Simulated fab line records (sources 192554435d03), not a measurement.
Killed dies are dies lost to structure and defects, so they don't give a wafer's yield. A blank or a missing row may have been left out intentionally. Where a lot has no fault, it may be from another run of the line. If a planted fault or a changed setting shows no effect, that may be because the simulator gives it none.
8D (eight disciplines) problem report, filled in by code + flow n5Finfet + the parts of the form that need people (team, actions taken, sign-off) are left out

1. THE ISSUE
Wafers free of any fault read 269 nm (standard deviation 3.9) for M10_ILD_THK at N5_BEOL_M10_THK_MEAS_01, against a mean of 432 nm on 3 wafers of 2 lots. Relative to the usual mean, that is a shift of +42 standard deviations.
The first sign was on wafer L773.2 at day 13 08:53, on filmMetro-02. Wafers with a number at this step in the record: 27, from 9 lots. By rule, "out" or "out of limits" means more than 4 standard deviations away from the usual mean. Any other wafer with a number is counted as sound.

2. WHAT IT IS; WHAT IT IS NOT
| question                    | is                         | is not                                                                                       |
|-----------------------------|----------------------------|----------------------------------------------------------------------------------------------|
| which readings at this step | M10_ILD_THK                | -                                                                                            |
| which lots                  | L773, L775                 | L764, L767, L772, L778, L783, L784, L786                                                     |
| which wafers of those lots  | L773.2, L773.5, L775.2     | L773.3, L775.3, L775.6                                                                       |
| read on which gauges        | filmMetro-01, filmMetro-02 | -                                                                                            |
| when                        | from day 13 08:53          | up to then (10 sound wafers); but 14 sound wafers of L775, L778, L783, L784, L786 came after |

3. WHAT RULES OUT EACH SUSPECT
Counting: a tool at a process step up to the reading stays a suspect if it ran every lot that is out. Sound lots after the first of them don't rule it out here, since some wafers of a struck lot are sound.
- the gauge at N5_BEOL_M10_THK_MEAS_01: ruled out. The wafers that are out were read on 2 gauges (filmMetro-01, filmMetro-02).
- rieDiel-01 at N5_BEOL_M9_STRIP_80 (strips in N2/H2, time 10 s): kept. It processed each lot that is out (first: L773, day 13 08:16); up to then, its last sound lot is L772 (day 12 17:53). N5_BEOL_M9_STRIP_80 gives no start for some lots, so the hours and the order of its lots are those of N5_BEOL_M9_INSPECT_58.
- pecvd-01 at N5_BEOL_M10_ILD_DEP_00 (deposits SiCOH lowk from DEMS/porogen, target thk 308.51 nm, time 58 s): kept. It processed each lot that is out (first: L773, day 13 08:17); up to then, its last sound lot is L772 (day 12 17:57). Its own readings are out on those wafers: runLengthS.
Remaining after the count are rieDiel-01 at N5_BEOL_M9_STRIP_80 and pecvd-01 at N5_BEOL_M10_ILD_DEP_00.

4. THE CAUSE (what the simulator had put in)
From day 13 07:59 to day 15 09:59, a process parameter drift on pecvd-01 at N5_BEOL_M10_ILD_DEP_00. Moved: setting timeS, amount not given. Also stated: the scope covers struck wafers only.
Counting leaves 2 suspects; this tool is one of them.

5. THE EFFECT CHAIN, in route order
One row per reading whose mean, taken over the struck wafers that have a number, lies over 3 standard deviations from the usual. Scope: only readings with a usual standard deviation given in the record; hours: median across lots of the time from each lot's start at the first step in this table that gives one to its start at this step; sigmas: change in usual standard deviations.
| hours | step                    | reading             | usual   | on struck wafers | change | sigmas      |
|-------|-------------------------|---------------------|---------|------------------|--------|-------------|
| 0     | N5_BEOL_M10_ILD_DEP_00  | runLengthS          | 101.1 s | 136.0            | +34.9  | +48         |
| 1     | N5_BEOL_M10_THK_MEAS_01 | M10_ILD_THK         | 269 nm  | 432              | +163   | +42         |
| 61    | N5_PASSIVATION_PROBE_49 | defectLimitedYield  | 91.1 %  | 0.0              | -91.1  | -65         |
| 61    | N5_PASSIVATION_PROBE_49 | killed_at_M4_up     | 14      | 1106             | +1092  | +99 or more |
| 61    | N5_PASSIVATION_PROBE_49 | killedDies          | 105     | 1180             | +1075  | +67         |
| 61    | N5_PASSIVATION_PROBE_49 | killedOnRim         | 14      | 152              | +138   | +31         |
| 61    | N5_PASSIVATION_PROBE_49 | sort_bin_5_function | 5.2 %   | 97.2             | +92.0  | +99 or more |
| 61    | N5_PASSIVATION_PROBE_49 | sortNPass           | 1074    | 0                | -1074  | -67         |
| 61    | N5_PASSIVATION_PROBE_49 | sortYieldPct        | 91.1 %  | 0.0              | -91.1  | -65         |
Its process steps:
- N5_BEOL_M10_ILD_DEP_00: deposits SiCOH lowk from DEMS/porogen, target thk 308.51 nm, time 58 s.
- N5_PASSIVATION_PROBE_49

6. HOW IT WOULD HAVE BEEN CAUGHT EARLIER
In this record the first reading out of limits at a measuring or inspecting step was taken at day 13 08:53, 1 hour after the fault began at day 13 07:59.
The tool's own readings at N5_BEOL_M10_ILD_DEP_00 were out on every struck wafer that the step has a row for (runLengthS): an alarm limit on them would have fired on the first of those.
Of the lots that are out (2), L775 began N5_BEOL_M10_ILD_DEP_00 on pecvd-01 after day 13 08:53. It would have been spared by a hold on the tool at that moment.
